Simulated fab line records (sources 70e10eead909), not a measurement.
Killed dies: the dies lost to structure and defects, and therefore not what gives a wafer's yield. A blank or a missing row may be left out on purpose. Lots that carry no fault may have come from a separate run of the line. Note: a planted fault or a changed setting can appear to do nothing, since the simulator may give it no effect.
fab line records	flow nand_harc
[record] lots = 24	wafers = 72	last_day = 24
route steps=1159 shown A_CHANNEL_FILL_D1@513 A_STAIRCASE@532
lots that met no fault: from a run of the same line without faults
start_h: hours from the record's opening day to when the first of the lot's shown wafers began	wait_h: how many hours have passed since the lot's step before this one	" identical to the entry in the row above	L1.1+2: one row covering several wafers at once	- no value, or no start given	* or withheld: withheld	< > ~ a bound
route shown NAME@n: names a module that has steps shown in the file, with the first one's number in the route	usual: the fault-free wafers' mean and standard deviation	same: alike in all rows	chamber/n: place in a boat	sites: the reading at each site	_std_site: how widely they spread, as a standard deviation	_edge_site: the outer-site mean with the inner-site mean subtracted	radius_mm: how far each site lies from the wafer's centre	mask NAME#n: copy n	behind: the last tool/chamber to shape the wafer	hold: why the lot went on hold/how many hours it stayed there/how the hold came to an end	device: which transistor (n, p or np) failed to switch	end of line: the same wafers' tests at the end of the route	for a step that has no rows: nothing shown but its recipe	killed: the dies lost at the first sort to structure and to defects; this is not the yield of the wafer	map: a wafer's dies, x killed, . not, _ none there
set.NAME: setting as actually run; set.NAME@STEP: the setting as run at that earlier step	model.NAME: the simulator's own value behind a step, which no gauge read
one table for each step of the route and one row for each wafer, over a sample of lots
services: from which hour (start_h, from the record's first day; less than 0 if before it) a tool's chamber was out of use, for how many hours, and why
[[steps]]
[step NHARC_A_CHANNEL_FILL_D1_CMP_10]
[recipe] target_thk_nm = 150
[usual] motor_current_A = 12.3/1.2	time_to_endpoint_s = 14.7/2.1
lot.wafer	tool	chamber	start_h	wait_h	motor_current_A	time_to_endpoint_s
L074.1	cmp-04	3	232.28	0.4	14.5	14.8
L074.6	"	3	"	"	14.6	13.9
L074.5	"	0	"	"	11.8	18.0
L075.4	cmp-02	3	232.31	0.4	12.0	13.9
L075.2	"	0	"	"	13.8	11.3
L075.1	"	1	"	"	12.2	14.0
L076.4	cmp-04	3	248.81	0.4	13.9	14.1
L076.3	"	0	"	"	11.9	20.0
L076.5	"	2	"	"	13.4	16.2
L077.3	cmp-01	2	252.25	0.4	10.8	11.2
L077.2	"	0	"	"	12.7	16.2
L077.4	"	1	"	"	11.3	14.9
L079.4	cmp-04	1	252.27	0.4	13.4	17.7
L079.1	"	3	"	"	14.3	13.9
L079.5	"	1	"	"	12.9	16.5
L078.4	cmp-02	0	260.86	0.4	13.3	12.6
L078.2	"	2	"	"	11.4	13.1
L078.5	"	0	"	"	13.4	12.0
L080.3	cmp-01	3	264.59	0.4	11.6	12.8
L080.6	"	0	"	"	13.0	16.3
L080.5	"	1	"	"	10.7	16.4
L081.3	cmp-02	3	278.80	0.4	11.5	16.0
L081.4	"	0	"	"	13.4	11.7
L081.6	"	3	"	"	12.1	17.0
L082.3	cmp-04	2	278.83	0.4	13.0	12.6
L082.2	"	3	"	"	14.9	12.5
L082.6	"	1	"	"	13.5	15.1
L083.1	cmp-02	2	283.78	0.4	11.7	16.6
L083.2	"	0	"	"	13.8	13.1
L083.5	"	2	"	"	11.1	15.0
L084.2	cmp-01	0	304.35	0.4	13.0	16.2
L084.1	"	1	"	"	10.9	15.0
L084.5	"	0	"	"	12.9	15.1
L086.3	cmp-02	1	304.38	0.4	12.1	16.6
L086.2	"	2	"	"	10.3	14.6
L086.4	"	3	"	"	12.0	18.1
L087.2	cmp-01	3	309.27	0.4	11.1	12.2
L087.3	"	0	"	"	12.9	16.8
L087.1	"	2	"	"	11.3	9.8
L085.1	cmp-04	1	309.30	0.4	12.6	12.0
L085.3	"	2	"	"	13.6	11.7
L085.4	"	3	"	"	14.5	12.4
L089.2	cmp-01	0	320.02	0.4	13.1	17.0
L089.4	"	3	"	"	11.1	14.1
L089.5	"	1	"	"	10.8	15.0
L090.2	cmp-04	0	320.09	0.4	11.6	16.3
L090.3	"	1	"	"	12.4	14.3
L090.6	"	3	"	"	14.8	11.7
L088.2	cmp-02	0	320.17	0.5	14.0	11.0
L088.3	"	2	"	"	10.8	13.5
L088.6	"	0	"	"	13.2	14.7
L091.3	cmp-04	1	329.53	0.4	12.7	15.7
L091.4	"	2	"	"	13.2	15.3
L091.6	"	0	"	"	12.0	17.5
L092.2	cmp-02	0	335.14	0.4	14.1	14.4
L092.4	"	1	"	"	11.5	16.8
L092.5	"	1	"	"	11.4	16.1
L093.2	cmp-01	3	340.68	0.4	11.0	13.3
L093.3	"	0	"	"	12.9	17.2
L093.5	"	1	"	"	10.8	17.6
L094.4	cmp-04	0	354.67	0.4	11.2	17.2
L094.1	"	1	"	"	12.5	15.0
L094.6	"	0	"	"	11.8	14.6
L095.1	cmp-01	3	354.70	0.4	11.4	12.1
L095.4	"	1	"	"	11.4	14.7
L095.6	"	3	"	"	11.0	12.4
L096.1	cmp-02	3	368.16	0.4	11.7	15.9
L096.4	"	0	"	"	14.1	11.1
L096.6	"	0	"	"	13.6	10.1
L097.4	cmp-04	2	374.96	0.4	13.1	12.7
L097.1	"	3	"	"	14.7	12.6
L097.6	"	1	"	"	13.5	13.4
[step NHARC_A_CHANNEL_FILL_D1_RTA_24]
[recipe] temp_c = 1000	time_s = 5
[usual] lamp_power_pct = 33.0/1.8	wafer_temp_C_max = 1005.7/1.5
lot.wafer	tool	chamber	start_h	wait_h	lamp_power_pct	wafer_temp_C_max
L074.1	rtp_anneal-01	0	232.69	0.0	31.7	1007.5
L074.5	"	0	"	"	31.6	1006.0
L074.6	"	0	"	"	31.6	1008.8
L075.1	rtp_anneal-01	0	232.87	0.2	31.6	1005.1
L075.2	"	0	"	"	31.7	1005.4
L075.4	"	0	"	"	31.7	1006.1
L076.3	rtp_anneal-01	0	249.23	0.1	31.7	1004.9
L076.4	"	0	"	"	31.7	1007.8
L076.5	"	0	"	"	31.7	1008.2
L079.1	rtp_anneal-01	0	252.66	0.0	31.6	1006.7
L079.4	"	0	"	"	31.7	1005.3
L079.5	"	0	"	"	31.7	1009.4
L077.2	rtp_anneal-02	0	252.70	0.1	35.3	1004.6
L077.3	"	0	"	"	35.4	1004.1
L077.4	"	0	"	"	35.3	1004.7
L078.2	rtp_anneal-01	0	261.29	0.1	31.7	1006.3
L078.4	"	0	"	"	31.7	1007.8
L078.5	"	0	"	"	31.7	1006.1
L080.3	rtp_anneal-01	0	264.99	0.1	31.7	1006.8
L080.5	"	0	"	"	31.7	1009.2
L080.6	"	0	"	"	31.7	1005.1
L082.2	rtp_anneal-01	0	279.22	0.1	31.6	1004.7
L082.3	"	0	"	"	31.6	1006.1
L082.6	"	0	"	"	31.7	1007.1
L081.3	rtp_anneal-01	0	279.42	0.2	31.7	1008.4
L081.4	"	0	"	"	31.7	1006.1
L081.6	"	0	"	"	31.7	1010.1
L083.1	rtp_anneal-01	0	284.19	0.0	31.6	1005.9
L083.2	"	0	"	"	31.7	1006.2
L083.5	"	0	"	"	31.7	1005.0
L086.2	rtp_anneal-01	0	304.80	0.1	31.7	1008.7
L086.3	"	0	"	"	31.6	1005.7
L086.4	"	0	"	"	31.6	1006.4
L084.1	rtp_anneal-01	0	304.94	0.2	31.7	1006.0
L084.2	"	0	"	"	31.7	1006.0
L084.5	"	0	"	"	31.6	1006.9
L087.1	rtp_anneal-01	0	309.84	0.2	31.6	1006.7
L087.2	"	0	"	"	31.7	1006.5
L087.3	"	0	"	"	31.7	1005.2
L085.1	rtp_anneal-01	0	310.01	0.4	31.7	1008.8
L085.3	"	0	"	"	31.6	1005.8
L085.4	"	0	"	"	31.6	1007.2
L089.2	rtp_anneal-02	0	320.46	0.1	35.3	1003.4
L089.4	"	0	"	"	35.3	1004.7
L089.5	"	0	"	"	35.3	1003.9
L090.2	rtp_anneal-01	0	320.50	0.1	31.6	1005.6
L090.3	"	0	"	"	31.6	1006.4
L090.6	"	0	"	"	31.7	1006.4
L088.2	rtp_anneal-02	0	320.63	0.1	35.3	1005.2
L088.3	"	0	"	"	35.3	1006.3
L088.6	"	0	"	"	35.2	1003.6
L091.3	rtp_anneal-02	0	329.96	0.1	35.3	1005.0
L091.4	"	0	"	"	35.3	1004.6
L091.6	"	0	"	"	35.3	1004.1
L092.2	rtp_anneal-02	0	335.58	0.1	35.3	1004.0
L092.4	"	0	"	"	35.2	1004.8
L092.5	"	0	"	"	35.3	1004.4
L093.2	rtp_anneal-02	0	341.08	0.1	35.3	1004.4
L093.3	"	0	"	"	35.3	1004.8
L093.5	"	0	"	"	35.3	1004.8
L094.1	rtp_anneal-02	0	355.09	0.0	35.3	1004.5
L094.4	"	0	"	"	35.3	1004.0
L094.6	"	0	"	"	35.4	1004.2
L095.1	rtp_anneal-02	0	355.26	0.2	35.4	1004.0
L095.4	"	0	"	"	35.3	1003.5
L095.6	"	0	"	"	35.3	1004.4
L096.1	rtp_anneal-01	0	368.58	0.0	31.7	1004.6
L096.4	"	0	"	"	31.7	1006.4
L096.6	"	0	"	"	31.7	1006.5
L097.1	rtp_anneal-02	0	375.33	0.0	35.4	1004.1
L097.4	"	0	"	"	35.4	1004.8
L097.6	"	0	"	"	35.3	1004.4
[step NHARC_A_STAIRCASE_ETCH_170]
[recipe] target_depth_a = 2000	time_s = 66.667	ion_energy_ev = 250	c4f6_flow_sccm = 25	o2_flow_sccm = 20	ar_flow_sccm = 500	rf_w = 600	bias_w = 500	chemistry = C4F6/O2
[usual] drypump_motor_current_A = 5.7/0.53	oes_product_au = 0.972/0.016	rf_vpp_V = 548/3.3	showerhead_plenum_p_Torr = 3.98/0.16	throttle_valve_pct = 26.903/0.0091
lot.wafer	tool	chamber	start_h	wait_h	drypump_motor_current_A	oes_product_au	rf_hours_counter_h	rf_vpp_V	showerhead_plenum_p_Torr	throttle_valve_pct
L074.1	rie_diel-08	3	-	-	6.0	0.968	41	550	4.05	26.900
L074.6	"	2	"	"	5.7	0.989	-	542	3.66	26.903
L074.5	"	3	"	"	6.0	0.973	-	549	4.05	26.916
L075.4	rie_diel-08	0	-	-	5.6	0.962	41	548	4.01	26.891
L075.1	"	2	"	"	5.7	0.961	37	541	3.66	26.921
L075.2	"	3	"	"	6.0	0.947	41	548	4.05	26.899
L076.4	rie_diel-02	3	-	-	6.6	0.957	36	543	3.77	26.907
L076.3	"	1	"	"	5.2	0.967	34	543	3.72	26.905
L076.5	"	2	"	"	6.5	0.979	-	549	4.01	26.904
L079.1	rie_diel-02	3	-	-	6.6	0.975	37	545	3.77	26.897
L079.4	"	2	"	"	6.5	0.973	-	548	4.01	26.887
L079.5	"	3	"	"	6.6	0.979	-	543	3.77	26.891
L077.3	rie_diel-01	3	-	-	5.0	0.991	34	549	4.02	26.907
L077.2	"	0	"	"	6.0	0.954	34	553	4.21	26.900
L077.4	"	2	"	"	5.5	0.973	35	546	3.89	26.900
L078.2	rie_diel-01	3	-	-	5.0	0.987	38	549	4.02	26.892
L078.4	"	2	"	"	5.6	0.982	39	545	3.89	26.902
L078.5	"	0	"	"	6.0	0.986	-	552	4.20	26.910
L080.3	rie_diel-01	1	-	-	5.7	0.980	40	547	3.94	26.919
L080.6	"	0	"	"	6.0	0.955	-	551	4.20	26.910
L080.5	"	1	"	"	5.6	0.990	-	548	3.94	26.886
L082.2	rie_diel-02	3	-	-	6.6	0.947	47	544	3.76	26.910
L082.3	"	2	"	"	6.5	0.965	37	549	4.00	26.910
L082.6	"	3	"	"	6.6	0.951	-	543	3.76	26.899
L081.4	rie_diel-01	2	-	-	5.6	0.957	44	546	3.89	26.906
L081.3	"	0	"	"	6.0	0.948	44	553	4.20	26.903
L081.6	"	2	"	"	5.5	0.955	-	547	3.89	26.897
L083.2	rie_diel-01	2	-	-	5.5	0.958	45	546	3.88	26.882
L083.1	"	0	"	"	6.1	0.946	45	551	4.20	26.908
L083.5	"	1	"	"	5.6	0.947	-	549	3.94	26.914
L086.4	rie_diel-01	2	-	-	5.5	0.969	54	546	3.88	26.913
L086.2	"	0	"	"	6.0	0.956	52	553	4.19	26.880
L086.3	"	1	"	"	5.6	0.970	54	549	3.93	26.900
L084.2	rie_diel-01	1	-	-	5.6	0.961	54	548	3.93	26.906
L084.1	"	2	"	"	5.6	0.943	54	546	3.88	26.886
L084.5	"	2	"	"	5.6	0.943	-	546	3.88	26.902
L087.1	rie_diel-01	3	-	-	5.1	0.993	54	549	4.01	26.905
L087.2	"	0	"	"	6.1	0.978	53	553	4.19	26.892
L087.3	"	1	"	"	5.6	1.001	55	547	3.93	26.898
L085.1	rie_diel-01	0	-	-	6.0	0.944	54	554	4.19	26.915
L085.3	"	1	"	"	5.7	0.983	56	546	3.93	26.902
L085.4	"	2	"	"	5.5	0.969	57	546	3.88	26.902
L089.4	rie_diel-08	1	-	-	5.3	0.990	7	546	3.84	26.893
L089.2	"	3	"	"	6.0	1.002	6	550	4.03	26.908
L089.5	"	1	"	"	5.2	1.008	-	544	3.84	26.894
L090.2	rie_diel-08	1	-	-	5.2	0.993	7	545	3.84	26.897
L090.3	"	3	"	"	6.0	0.989	6	550	4.03	26.900
L090.6	"	2	"	"	5.6	0.996	-	553	4.22	26.901
L088.2	rie_diel-08	0	-	-	5.5	0.993	6	548	3.99	26.903
L088.3	"	3	"	"	6.0	0.996	6	550	4.03	26.911
L088.6	"	0	"	"	5.6	0.986	-	548	3.99	26.931
L091.4	rie_diel-01	2	-	-	5.5	0.960	4	545	3.88	26.905
L091.3	"	3	"	"	5.0	0.976	4	550	4.00	26.912
L091.6	"	3	"	"	5.0	0.983	-	548	4.00	26.910
L092.2	rie_diel-01	3	-	-	5.1	0.966	7	548	4.00	26.898
L092.4	"	0	"	"	6.0	0.957	6	552	4.19	26.902
L092.5	"	3	"	"	5.1	0.962	-	549	4.00	26.916
L093.3	rie_diel-02	2	-	-	6.5	0.966	2	548	3.99	26.915
L093.2	"	3	"	"	6.6	0.991	2	542	3.75	26.893
L093.5	"	1	"	"	5.2	0.959	-	541	3.71	26.902
L094.4	rie_diel-02	3	-	-	6.6	0.978	6	543	3.74	26.912
L094.1	"	1	"	"	5.2	0.939	5	544	3.71	26.904
L094.6	"	0	"	"	4.9	0.990	-	552	4.19	26.905
L095.4	rie_diel-02	1	-	-	5.2	0.966	5	543	3.71	26.894
L095.1	"	3	"	"	6.6	0.979	6	543	3.74	26.910
L095.6	"	2	"	"	6.5	0.965	-	547	3.99	26.914
L096.4	rie_diel-02	2	-	-	6.5	0.968	9	548	3.99	26.892
L096.1	"	0	"	"	4.9	0.985	10	552	4.18	26.888
L096.6	"	2	"	"	6.5	0.964	-	548	3.99	26.912
L097.1	rie_diel-08	2	-	-	5.6	0.971	27	553	4.21	26.907
L097.4	"	3	"	"	6.1	0.951	26	548	4.02	26.898
L097.6	"	2	"	"	5.6	0.973	-	552	4.21	26.918
[step NHARC_A_STAIRCASE_ETCH_17]
[recipe] target_depth_a = 1000	time_s = 40.5	ion_energy_ev = 400	c4f8_flow_sccm = 20	o2_flow_sccm = 10	ar_flow_sccm = withheld	rf_w = 600	bias_w = 1000	chemistry = C4F8/O2
[usual] oes_product_au = 0.940/0.011	rf_vpp_V = 897/5.4
lot.wafer	tool	chamber	start_h	wait_h	oes_product_au	rf_hours_counter_h	rf_vpp_V
L074.1	rie_diel-02	3	-	-	0.944	31	890
L074.5	"	2	"	"	0.931	-	900
L074.6	"	3	"	"	0.952	-	891
L075.2	rie_diel-02	2	-	-	0.940	22	897
L075.4	"	3	"	"	0.942	31	890
L075.1	"	0	"	"	0.931	30	904
L076.4	rie_diel-01	2	-	-	0.942	34	894
L076.3	"	0	"	"	0.939	34	905
L076.5	"	1	"	"	0.965	-	898
L079.1	rie_diel-02	0	-	-	0.938	36	904
L079.5	"	3	"	"	0.935	-	890
L079.4	"	0	"	"	0.929	-	904
L077.2	rie_diel-01	1	-	-	0.956	36	897
L077.4	"	2	"	"	0.926	35	896
L077.3	"	3	"	"	0.935	35	898
L078.2	rie_diel-08	3	-	-	0.956	54	901
L078.4	"	0	"	"	0.938	53	897
L078.5	"	3	"	"	0.963	-	899
L080.3	rie_diel-01	1	-	-	0.956	41	897
L080.5	"	0	"	"	0.938	-	905
L080.6	"	1	"	"	0.949	-	897
L082.3	rie_diel-08	2	-	-	0.952	54	888
L082.2	"	3	"	"	0.947	60	901
L082.6	"	3	"	"	0.946	-	900
L081.4	rie_diel-08	2	-	-	0.938	55	885
L081.3	"	1	"	"	0.949	56	894
L081.6	"	3	"	"	0.935	-	900
L083.1	rie_diel-08	1	-	-	0.943	58	894
L083.2	"	0	"	"	0.931	59	900
L083.5	"	1	"	"	0.938	-	892
L086.3	rie_diel-01	2	-	-	0.929	55	895
L086.2	"	3	"	"	0.941	53	898
L086.4	"	0	"	"	0.933	52	905
L084.2	rie_diel-01	2	-	-	0.928	55	894
L084.1	"	1	"	"	0.961	54	897
L084.5	"	3	"	"	0.944	-	899
L087.1	rie_diel-02	2	-	-	0.943	48	897
L087.2	"	3	"	"	0.941	59	891
L087.3	"	1	"	"	0.932	44	888
L085.3	rie_diel-08	0	-	-	0.931	1	898
L085.4	"	2	"	"	0.937	1	907
L085.1	"	3	"	"	0.944	1	901
L089.2	rie_diel-02	0	-	-	0.952	59	905
L089.4	"	3	"	"	0.944	66	889
L089.5	"	0	"	"	0.936	-	905
L090.2	rie_diel-01	2	-	-	0.917	1	895
L090.3	"	3	"	"	0.943	1	898
L090.6	"	2	"	"	0.926	-	895
L088.2	rie_diel-01	3	-	-	0.926	1	899
L088.3	"	0	"	"	0.928	1	903
L088.6	"	1	"	"	0.964	-	896
L091.4	rie_diel-08	2	-	-	0.942	13	907
L091.3	"	1	"	"	0.936	15	893
L091.6	"	3	"	"	0.944	-	900
L092.4	rie_diel-08	2	-	-	0.941	16	906
L092.2	"	3	"	"	0.947	15	899
L092.5	"	1	"	"	0.935	-	893
L093.3	rie_diel-01	0	-	-	0.934	9	904
L093.2	"	3	"	"	0.936	10	898
L093.5	"	1	"	"	0.954	-	896
L094.1	rie_diel-01	1	-	-	0.960	12	897
L094.4	"	3	"	"	0.942	13	899
L094.6	"	0	"	"	0.927	-	904
L095.4	rie_diel-02	0	-	-	0.951	6	904
L095.1	"	1	"	"	0.928	6	890
L095.6	"	0	"	"	0.955	-	904
L096.1	rie_diel-02	2	-	-	0.925	10	898
L096.4	"	0	"	"	0.966	10	904
L096.6	"	3	"	"	0.939	-	890
L097.4	rie_diel-02	3	-	-	0.942	13	890
L097.1	"	1	"	"	0.929	11	889
L097.6	"	0	"	"	0.950	-	903
[step NHARC_A_STAIRCASE_ETCH_25]
[recipe] target_depth_a = 1000	time_s = 40.5	ion_energy_ev = 400	c4f8_flow_sccm = 20	o2_flow_sccm = 10	ar_flow_sccm = withheld	rf_w = 600	bias_w = 1000	chemistry = C4F8/O2
[usual] oes_product_au = 0.941/0.011	rf_vpp_V = 897/5.8
lot.wafer	tool	chamber	start_h	wait_h	oes_product_au	rf_hours_counter_h	rf_vpp_V
L074.1	rie_diel-08	3	-	-	0.945	43	902
L074.6	"	2	"	"	0.941	-	888
L074.5	"	3	"	"	0.938	-	901
L075.2	rie_diel-02	0	-	-	0.931	30	905
L075.4	"	1	"	"	0.937	30	890
L075.1	"	2	"	"	0.952	22	898
L076.3	rie_diel-02	2	-	-	0.942	27	899
L076.5	"	0	"	"	0.939	-	906
L076.4	"	3	"	"	0.936	-	889
L077.3	rie_diel-01	0	-	-	0.927	36	905
L077.4	"	1	"	"	0.946	37	898
L077.2	"	3	"	"	0.946	36	899
L079.1	rie_diel-02	3	-	-	0.930	38	890
L079.5	"	3	"	"	0.933	-	892
L079.4	"	0	"	"	0.936	-	903
L078.2	rie_diel-02	3	-	-	0.936	43	891
L078.5	"	3	"	"	0.932	-	890
L078.4	"	2	"	"	0.934	-	899
L080.3	rie_diel-01	1	-	-	0.959	42	898
L080.5	"	0	"	"	0.937	-	905
L080.6	"	1	"	"	0.964	-	896
L082.3	rie_diel-01	2	-	-	0.930	45	893
L082.2	"	0	"	"	0.932	45	906
L082.6	"	2	"	"	0.928	-	894
L081.4	rie_diel-08	2	-	-	0.942	55	887
L081.3	"	3	"	"	0.959	60	901
L081.6	"	2	"	"	0.941	-	886
L083.1	rie_diel-01	1	-	-	0.955	49	897
L083.2	"	0	"	"	0.958	47	904
L083.5	"	2	"	"	0.938	-	894
L086.3	rie_diel-01	0	-	-	0.940	53	905
L086.4	"	2	"	"	0.956	55	894
L086.2	"	3	"	"	0.957	54	900
L084.2	rie_diel-02	1	-	-	0.936	44	888
L084.1	"	3	"	"	0.934	58	891
L084.5	"	2	"	"	0.958	-	899
L087.1	rie_diel-02	3	-	-	0.933	59	891
L087.3	"	1	"	"	0.918	45	890
L087.2	"	2	"	"	0.939	49	899
L085.1	rie_diel-08	1	-	-	0.944	2	894
L085.4	"	2	"	"	0.942	2	905
L085.3	"	3	"	"	0.932	2	900
L089.2	rie_diel-02	1	-	-	0.953	52	888
L089.4	"	3	"	"	0.949	66	888
L089.5	"	2	"	"	0.946	-	896
L090.2	rie_diel-08	2	-	-	0.945	9	905
L090.3	"	0	"	"	0.935	9	897
L090.6	"	1	"	"	0.950	-	894
L088.3	rie_diel-01	2	-	-	0.935	2	895
L088.2	"	3	"	"	0.934	2	900
L088.6	"	2	"	"	0.932	-	894
L091.3	rie_diel-08	3	-	-	0.943	14	901
L091.4	"	0	"	"	0.933	15	899
L091.6	"	3	"	"	0.939	-	900
L092.4	rie_diel-02	0	-	-	0.956	1	904
L092.2	"	1	"	"	0.929	2	889
L092.5	"	3	"	"	0.954	-	889
L093.3	rie_diel-02	2	-	-	0.956	3	899
L093.2	"	0	"	"	0.945	3	905
L093.5	"	2	"	"	0.952	-	898
L094.1	rie_diel-01	3	-	-	0.925	14	898
L094.4	"	2	"	"	0.908	11	895
L094.6	"	3	"	"	0.926	-	899
L095.4	rie_diel-02	2	-	-	0.919	6	898
L095.1	"	3	"	"	0.948	7	891
L095.6	"	3	"	"	0.943	-	890
L096.4	rie_diel-02	2	-	-	0.942	10	897
L096.1	"	0	"	"	0.951	11	904
L096.6	"	2	"	"	0.950	-	899
L097.4	rie_diel-02	3	-	-	0.964	13	891
L097.1	"	0	"	"	0.953	13	903
L097.6	"	2	"	"	0.933	-	898
[step NHARC_A_STAIRCASE_ETCH_27]
[recipe] target_depth_a = 1000	time_s = 40.5	ion_energy_ev = 400	c4f8_flow_sccm = 20	o2_flow_sccm = 10	ar_flow_sccm = withheld	rf_w = 600	bias_w = 1000	chemistry = C4F8/O2
[usual] oes_product_au = 0.940/0.012	rf_vpp_V = 897/5.7
lot.wafer	tool	chamber	start_h	wait_h	oes_product_au	rf_hours_counter_h	rf_vpp_V
L074.1	rie_diel-08	0	-	-	0.939	43	898
L074.5	"	2	"	"	0.964	-	886
L074.6	"	3	"	"	0.951	-	900
L075.4	rie_diel-02	1	-	-	0.937	31	890
L075.1	"	2	"	"	0.942	22	898
L075.2	"	0	"	"	0.944	30	906
L076.3	rie_diel-02	0	-	-	0.940	35	906
L076.4	"	3	"	"	0.937	-	891
L076.5	"	0	"	"	0.945	-	905
L077.2	rie_diel-01	3	-	-	0.941	36	899
L077.3	"	0	"	"	0.921	37	904
L077.4	"	1	"	"	0.937	37	897
L079.1	rie_diel-02	0	-	-	0.942	37	904
L079.4	"	2	"	"	0.934	-	899
L079.5	"	3	"	"	0.938	-	890
L078.2	rie_diel-02	2	-	-	0.943	33	899
L078.5	"	2	"	"	0.955	-	900
L078.4	"	3	"	"	0.948	-	891
L080.3	rie_diel-01	0	-	-	0.922	41	905
L080.6	"	1	"	"	0.939	-	897
L080.5	"	2	"	"	0.920	-	894
L082.3	rie_diel-01	0	-	-	0.937	45	903
L082.2	"	1	"	"	0.942	46	895
L082.6	"	1	"	"	0.946	-	897
L081.4	rie_diel-08	2	-	-	0.943	55	886
L081.3	"	3	"	"	0.936	60	900
L081.6	"	1	"	"	0.954	-	892
L083.2	rie_diel-01	2	-	-	0.941	49	893
L083.1	"	0	"	"	0.950	47	904
L083.5	"	1	"	"	0.973	-	896
L086.2	rie_diel-01	3	-	-	0.953	54	898
L086.4	"	0	"	"	0.934	53	905
L086.3	"	1	"	"	0.956	55	897
L084.2	rie_diel-02	3	-	-	0.922	58	891
L084.1	"	2	"	"	0.931	48	899
L084.5	"	1	"	"	0.917	-	889
L087.2	rie_diel-02	3	-	-	0.944	59	888
L087.1	"	1	"	"	0.931	45	890
L087.3	"	2	"	"	0.958	49	898
L085.1	rie_diel-08	2	-	-	0.932	2	905
L085.3	"	3	"	"	0.927	2	902
L085.4	"	0	"	"	0.933	2	899
L089.2	rie_diel-02	2	-	-	0.939	57	899
L089.4	"	3	"	"	0.947	67	891
L089.5	"	2	"	"	0.951	-	899
L090.3	rie_diel-08	1	-	-	0.940	10	894
L090.2	"	3	"	"	0.944	8	900
L090.6	"	0	"	"	0.925	-	899
L088.2	rie_diel-01	0	-	-	0.925	2	905
L088.3	"	3	"	"	0.934	2	899
L088.6	"	1	"	"	0.961	-	897
L091.3	rie_diel-08	1	-	-	0.947	16	892
L091.4	"	2	"	"	0.955	14	906
L091.6	"	0	"	"	0.947	-	898
L092.2	rie_diel-02	1	-	-	0.920	2	889
L092.4	"	2	"	"	0.948	2	898
L092.5	"	0	"	"	0.940	-	906
L093.3	rie_diel-02	0	-	-	0.957	3	905
L093.2	"	3	"	"	0.939	3	889
L093.5	"	1	"	"	0.918	-	888
L094.1	rie_diel-01	3	-	-	0.927	14	898
L094.4	"	0	"	"	0.927	13	904
L094.6	"	2	"	"	0.924	-	893
L095.1	rie_diel-02	2	-	-	0.925	7	897
L095.4	"	0	"	"	0.942	7	904
L095.6	"	1	"	"	0.911	-	888
L096.1	rie_diel-02	1	-	-	0.919	10	889
L096.4	"	0	"	"	0.953	11	905
L096.6	"	2	"	"	0.943	-	899
L097.4	rie_diel-02	2	-	-	0.949	12	898
L097.1	"	3	"	"	0.953	13	889
L097.6	"	1	"	"	0.921	-	889
[[services]]
tool	chamber	start_h	hours	kind
rie_diel-02	0	208.83	-	clean
rie_diel-02	1	208.83	-	clean
cmp-04	-	211.82	0.3	repair
rie_diel-01	3	213.66	4.4	repair
rie_diel-01	3	240.27	4.8	repair
rie_diel-01	2	241.03	3.9	repair
cmp-02	-	241.34	4.0	pm
cmp-01	-	243.70	0.5	repair
rie_diel-02	1	250.78	36.2	repair
cmp-02	-	251.00	3.0	repair
cmp-04	-	255.79	1.4	repair
cmp-01	-	276.38	9.7	repair
cmp-02	-	287.66	3.3	repair
rtp_anneal-02	-	300.05	12.0	pm
cmp-04	-	301.00	4.0	pm
rie_diel-08	-	301.86	9.0	pm
rie_diel-02	0	307.41	9.1	repair
rie_diel-01	-	315.37	9.0	pm
rie_diel-02	-	327.83	9.0	pm
cmp-02	-	337.91	0.6	repair
cmp-02	-	339.34	4.0	pm
rie_diel-01	2	340.21	7.5	repair
cmp-04	-	347.10	3.6	repair
cmp-01	-	357.84	65.7	repair
[[key]]
fault none
